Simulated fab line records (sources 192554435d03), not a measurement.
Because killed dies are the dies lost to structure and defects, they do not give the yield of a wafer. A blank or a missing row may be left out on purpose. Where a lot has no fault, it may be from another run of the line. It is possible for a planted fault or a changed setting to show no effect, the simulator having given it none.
Which tool did it? + flow n5Finfet + 36 wafers from 12 lots sampled at 5 of the route's 1938 steps

## WHAT THE GAUGES SHOWED, per wafer
N5_BEOL_M0_RS_MEAS_126: the measuring method here is four-point-probe.
| lot  | measured     | on           | M0_RS (ohm/sq)    |
|------|--------------|--------------|-------------------|
| L076 | day 6 15:47  | filmMetro-01 | 0.549 0.564 0.532 |
| L078 | day 7 11:32  | filmMetro-02 | 0.528 0.544 0.544 |
| L079 | day 7 15:47  | filmMetro-01 | 0.559 0.569 0.603 |
| L081 | day 8 00:35  | filmMetro-01 | 0.521 0.575 0.528 |
| L083 | day 8 08:27  | filmMetro-01 | 0.558 0.527 0.542 |
| L085 | day 9 01:25  | filmMetro-01 | 0.485 0.499 0.514 |
| L087 | day 9 07:40  | filmMetro-02 | 0.586 0.534 0.528 |
| L089 | day 10 02:49 | filmMetro-01 | 0.550 0.501 0.525 |
| L091 | day 10 12:21 | filmMetro-01 | 0.530 0.538 0.532 |
| L093 | day 10 20:17 | filmMetro-02 | 0.577 0.533 0.513 |
| L095 | day 11 07:53 | filmMetro-01 | 0.523 0.545 0.535 |
| L097 | day 12 01:05 | filmMetro-01 | 0.554 0.563 0.540 |

## TOOL THAT RAN EACH LOT (tool first, then ch and the chambers of the sampled wafers, then the start)
| lot  | N5_BEOL_M0_SAQP_MANDREL2_REMOVE_110 | N5_BEOL_M0_SAQP_CUT_ETCH_46       | N5_BEOL_M0_SAQP_ALD_48           | N5_BEOL_M0_ALD_136                 |
|------|-------------------------------------|-----------------------------------|----------------------------------|------------------------------------|
| L076 | rieSi-04 ch 0,1,2, day 6 07:00      | rieDiel-06 ch 1,2, day 6 07:47    | aldSin-02 ch 0,3, day 6 07:59    | aldMetal-04 ch 0,1,2, day 6 13:38  |
| L078 | rieSi-06 ch 2,3, day 7 01:42        | rieDiel-02 ch 0,1,2, day 7 02:26  | aldSin-03 ch 0,1, day 7 02:39    | aldMetal-02 ch 0,2,3, day 7 09:14  |
| L079 | rieSi-05 ch 0,2,3, day 7 02:12      | rieDiel-03 ch 1,2,3, day 7 02:49  | aldSin-03 ch 0,1,3, day 7 03:09  | aldMetal-04 ch 1,2,3, day 7 11:32  |
| L081 | rieSi-05 ch 1,2,3, day 7 14:20      | rieDiel-03 ch 0,3, day 7 15:05    | aldSin-02 ch 0,1,2, day 7 16:11  | aldMetal-04 ch 1,3, day 7 21:41    |
| L083 | rieSi-05 ch 0,2, day 8 01:11        | rieDiel-06 ch 1,3, day 8 02:13    | aldSin-02 ch 0,2,3, day 8 02:25  | aldMetal-01 ch 1,2, day 8 06:26    |
| L085 | rieSi-06 ch 1,2,3, day 8 17:44      | rieDiel-06 ch 0,1, day 8 18:51    | aldSin-02 ch 0,2,3, day 8 19:03  | aldMetal-04 ch 0,1,3, day 8 22:10  |
| L087 | rieSi-06 ch 1,3, day 8 23:25        | rieDiel-03 ch 0,1,2, day 9 00:24  | aldSin-03 ch 0,2,3, day 9 00:36  | aldMetal-02 ch 0,1,3, day 9 05:01  |
| L089 | rieSi-05 ch 0,2, day 9 14:49        | rieDiel-02 ch 2,3, day 9 15:38    | aldSin-02 ch 1,2,3, day 9 15:50  | aldMetal-04 ch 1,2, day 10 00:41   |
| L091 | rieSi-04 ch 0,1, day 9 19:13        | rieDiel-06 ch 0,2,3, day 9 19:58  | aldSin-01 ch 1,2,3, day 9 20:10  | aldMetal-04 ch 0,2,3, day 10 10:24 |
| L093 | rieSi-06 ch 0,1, day 10 08:58       | rieDiel-02 ch 0,2, day 10 09:35   | aldSin-02 ch 1,2,3, day 10 09:47 | aldMetal-02 ch 2,3, day 10 18:03   |
| L095 | rieSi-04 ch 2,3, day 11 00:49       | rieDiel-06 ch 0,3, day 11 01:26   | aldSin-03 ch 1,2,3, day 11 01:38 | aldMetal-01 ch 2,3, day 11 05:53   |
| L097 | rieSi-04 ch 0,1, day 11 11:20       | rieDiel-06 ch 0,1,2, day 11 11:58 | aldSin-01 ch 1,2, day 11 12:10   | aldMetal-02 ch 1,2,3, day 11 19:47 |
- N5_BEOL_M0_SAQP_MANDREL2_REMOVE_110: chemistry HBr/Cl2/O2, target a-Si, stops on SiCN, bt time 10 s.
- N5_BEOL_M0_SAQP_CUT_ETCH_46: etches SOC in N2/H2, target depth 135 nm, overetch 27 nm, time 202.5 s.
- N5_BEOL_M0_SAQP_ALD_48: deposits SiO2, target thk 20 nm, pulse time 1 s, co reactant pulse time 1 s.
- N5_BEOL_M0_ALD_136: deposits TaN, pulse time 2 s, purge time 3 s, co reactant purge time 2 s.

## THE ANSWER, worked out from the rows above alone
Rule: usual is defined by the lots themselves. The widest of any qualifying gaps counts: lots, ordered by their means at a reading, are off when they make up no more than a third of the lots, leave a main group of 4 or more, and stand apart from it by 3 or more times the standard deviation of that group's means. The tables above print the reading to a certain number of digits; a main group whose means all agree to those digits is not used. A lot without any number at a reading at which 4 lots or more have one is off too. The other lots that the step has rows for count as sound.
Nothing can be told from this: no lot is off at any reading shown.

## WHAT THE SIMULATOR HAD PUT IN
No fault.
